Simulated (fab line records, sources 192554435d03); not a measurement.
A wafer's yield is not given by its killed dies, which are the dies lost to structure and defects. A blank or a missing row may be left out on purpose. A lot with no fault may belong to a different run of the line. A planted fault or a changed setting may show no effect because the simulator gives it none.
Split-lot trial / flow n5-finfet / on a route of 1938 steps: 7 lots, 21 wafers read

SPLIT DETAILS
At N5_PASSIVATION_EXPOSE_41 (exposes mask PASS OPEN, defocus 0 nm, target cd 40000 nm), the setting dose-mj was moved away from the recipe's 57.25 on 5 of the 21 wafers read, by -4.2% to +7.0%. The other wafers ran this setting at the recipe's value.

FROM THE SPLIT TO THE READING: what the file shows between them, 3 steps
- N5_PASSIVATION_PEB_42
- N5_PASSIVATION_DEVELOP_43: develop time 60 s
- N5_PASSIVATION_HARDBAKE_45: time 120 s

THE READING
cd-nm, in nm, at N5_PASSIVATION_CD_MEAS_44 (target cd 40000 nm). Typical for fault-free wafers on this fab line: 40000 nm, with standard deviation 2.8 nm.

wafer=L075.3; tool, chamber at the split=krf-scanner-02, 0; dose-mj as run=57.25; against the recipe=recipe; cd-nm, nm=40004; against lot-mates on the recipe=-
wafer=L075.4; tool, chamber at the split=krf-scanner-02, 0; dose-mj as run=57.25; against the recipe=recipe; cd-nm, nm=40000; against lot-mates on the recipe=-
wafer=L075.6; tool, chamber at the split=krf-scanner-02, 0; dose-mj as run=61.24; against the recipe=+7.0%; cd-nm, nm=40019; against lot-mates on the recipe=+17
wafer=L076.3; tool, chamber at the split=krf-scanner-02, 0; dose-mj as run=57.25; against the recipe=recipe; cd-nm, nm=40005; against lot-mates on the recipe=-
wafer=L076.5; tool, chamber at the split=krf-scanner-02, 0; dose-mj as run=57.25; against the recipe=recipe; cd-nm, nm=40002; against lot-mates on the recipe=-
wafer=L076.6; tool, chamber at the split=krf-scanner-02, 0; dose-mj as run=56.11; against the recipe=-2.0%; cd-nm, nm=39994; against lot-mates on the recipe=-10
wafer=L080.1; tool, chamber at the split=krf-scanner-02, 0; dose-mj as run=57.25; against the recipe=recipe; cd-nm, nm=39999; against lot-mates on the recipe=-
wafer=L080.2; tool, chamber at the split=krf-scanner-02, 0; dose-mj as run=57.25; against the recipe=recipe; cd-nm, nm=39998; against lot-mates on the recipe=-
wafer=L080.3; tool, chamber at the split=krf-scanner-02, 0; dose-mj as run=57.25; against the recipe=recipe; cd-nm, nm=40002; against lot-mates on the recipe=-
wafer=L081.1; tool, chamber at the split=krf-scanner-02, 0; dose-mj as run=57.25; against the recipe=recipe; cd-nm, nm=39997; against lot-mates on the recipe=-
wafer=L081.2; tool, chamber at the split=krf-scanner-02, 0; dose-mj as run=57.25; against the recipe=recipe; cd-nm, nm=39999; against lot-mates on the recipe=-
wafer=L081.4; tool, chamber at the split=krf-scanner-02, 0; dose-mj as run=57.25; against the recipe=recipe; cd-nm, nm=39997; against lot-mates on the recipe=-
wafer=L083.2; tool, chamber at the split=krf-scanner-01, 0; dose-mj as run=57.25; against the recipe=recipe; cd-nm, nm=39999; against lot-mates on the recipe=-
wafer=L083.5; tool, chamber at the split=krf-scanner-01, 0; dose-mj as run=57.25; against the recipe=recipe; cd-nm, nm=40000; against lot-mates on the recipe=-
wafer=L083.6; tool, chamber at the split=krf-scanner-01, 0; dose-mj as run=55.78; against the recipe=-2.6%; cd-nm, nm=39988; against lot-mates on the recipe=-12
wafer=L085.4; tool, chamber at the split=krf-scanner-01, 0; dose-mj as run=57.25; against the recipe=recipe; cd-nm, nm=40002; against lot-mates on the recipe=-
wafer=L085.5; tool, chamber at the split=krf-scanner-01, 0; dose-mj as run=54.83; against the recipe=-4.2%; cd-nm, nm=39985; against lot-mates on the recipe=-17
wafer=L085.6; tool, chamber at the split=krf-scanner-01, 0; dose-mj as run=57.25; against the recipe=recipe; cd-nm, nm=40002; against lot-mates on the recipe=-
wafer=L092.2; tool, chamber at the split=krf-scanner-01, 0; dose-mj as run=57.25; against the recipe=recipe; cd-nm, nm=39997; against lot-mates on the recipe=-
wafer=L092.5; tool, chamber at the split=krf-scanner-01, 0; dose-mj as run=59.67; against the recipe=+4.2%; cd-nm, nm=40013; against lot-mates on the recipe=+14
wafer=L092.6; tool, chamber at the split=krf-scanner-01, 0; dose-mj as run=57.25; against the recipe=recipe; cd-nm, nm=40001; against lot-mates on the recipe=-

THE FIT
A straight line over all 21 wafers: cd-nm changes by +3.1 nm for each +1% of dose-mj; r = +0.94; the points scatter about the line by 2.5 nm.
The same after taking each lot's own level away (the mean of its wafers on the recipe; 21 wafers): +3.16 nm for each +1%; r = +0.96; scatter 2.1 nm.
Per that fit: largest dose-mj move, reading shift of 22 nm.
The lots' own levels span 39997.7 to 40003.5 nm, that is 2.1 times the standard deviation above.
Consequently the slope shifts little with the lot-to-lot level, the two slopes agreeing.
Check: for one of the wafers moved furthest among these (+7.0%), held out of the fit, the line's prediction against its lot-mates is +26.5 nm. It came out at +17 nm against them.

ADDITIONAL SPLITS CARRIED BY THESE WAFERS
Note: prior to the reading, these wafers also went through further splits. Each is held against what the fit with the lots' levels taken away leaves over:
other split on the same wafers=N5_BEOL_M11_ETCH_62 time-s; wafers away from the commonest value=4; r with cd-nm (lot level and that fit taken away)=+0.16
other split on the same wafers=N5_BEOL_M13_TRENCH_ETCH_34 time-s; wafers away from the commonest value=7; r with cd-nm (lot level and that fit taken away)=+0.37
other split on the same wafers=N5_BEOL_M13_SPUTTER_43 time-s; wafers away from the commonest value=5; r with cd-nm (lot level and that fit taken away)=+0.12
other split on the same wafers=N5_BEOL_M14_DEP_53 time-s; wafers away from the commonest value=7; r with cd-nm (lot level and that fit taken away)=+0.34
other split on the same wafers=N5_PASSIVATION_VIA_ETCH_13 bias-w; wafers away from the commonest value=7; r with cd-nm (lot level and that fit taken away)=+0.00

FILE'S OWN FIT
cd-nm changes by +3.19 nm for each +1% of dose-mj, r = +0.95.
